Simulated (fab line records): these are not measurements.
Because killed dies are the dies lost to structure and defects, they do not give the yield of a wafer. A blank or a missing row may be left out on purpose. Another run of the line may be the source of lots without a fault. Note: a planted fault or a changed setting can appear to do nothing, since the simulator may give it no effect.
Code-filled problem report in 8D (eight disciplines) form | flow n5 finfet | the parts of the form that need people (team, actions taken, sign-off) are left out

## 1. THE ISSUE
Mean of exposure dose mJ cm2 at N5_BEOL_M10_EXPOSE_08: 52.50 across 6 wafers in 2 lots; on wafers with no fault it is 53.71 (standard deviation 0.052). That puts it -23 standard deviations away from the usual mean.
The step: exposes mask M10.
The first sign was on wafer L818.2 at day 11 08:35, on arfi scanner-01. The record holds 34 wafers of 12 lots with a number at this step. Rule for "out", or "out of limits": more than 4 standard deviations from the usual mean. The other wafers with a number count as sound.

## 2. WHAT THIS IS AND IS NOT
question                    | is                     | is not
which readings at this step | exposure dose mJ cm2   | -
which lots                  | L818, L819             | L812, L813, L815, L826, L827, L828, L829, L830, L831, L834
which wafers of those lots  | all that have a number | -
read on which tools         | arfi scanner-01        | arfi scanner-02, arfi scanner-03
when                        | from day 11 08:35      | up to then (9 sound wafers); but 19 sound wafers of L826, L827, L828, L829, L830, L831, L834 came after

## 3. WHAT RULES OUT EACH SUSPECT
Counting: any tool at a process step up to the reading is kept as a suspect provided that every lot that is out went through it and no sound lot did after the first of them.
- arfi scanner-01 at N5_BEOL_M10_EXPOSE_08 (exposes mask M10): kept. It ran every lot that is out, first L818 (day 11 08:35), and no sound lot after that. Its own readings are out on those wafers: exposure dose mJ cm2.
After counting, what remains is arfi scanner-01 at N5_BEOL_M10_EXPOSE_08.

## 4. THE CAUSE (what the simulator had put in)
Process parameters drifting: arfi scanner-01 at N5_BEOL_M10_EXPOSE_08, beginning at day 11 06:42. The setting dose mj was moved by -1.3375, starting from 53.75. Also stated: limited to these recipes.
The count eliminated every tool but this one.

## 5. SEQUENCE OF EFFECTS, ordered by route
One row per reading whose mean, taken over the struck wafers that have a number, lies over 3 standard deviations from the usual. Scope: only readings with a usual standard deviation given in the record; hours: median across lots of the time from each lot's start at the first step in this table that gives one to its start at this step; sigmas: change in usual standard deviations.
hours | step                  | reading              | usual | on struck wafers | change | sigmas
0     | N5_BEOL_M10_EXPOSE_08 | exposure dose mJ cm2 | 53.71 | 52.50            | -1.21  | -23
Its process steps:
- N5_BEOL_M10_EXPOSE_08: exposes mask M10.
At these later measuring or inspecting steps, every struck wafer for which the step has a row has a number for every such reading, and none has moved that far: N5_BEOL_M10_OVL_MEAS_12.

## 6. WHAT WOULD HAVE CAUGHT IT SOONER
First out-of-limits reading in this record: day 11 08:35, which is 2 hours after fault onset at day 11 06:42.
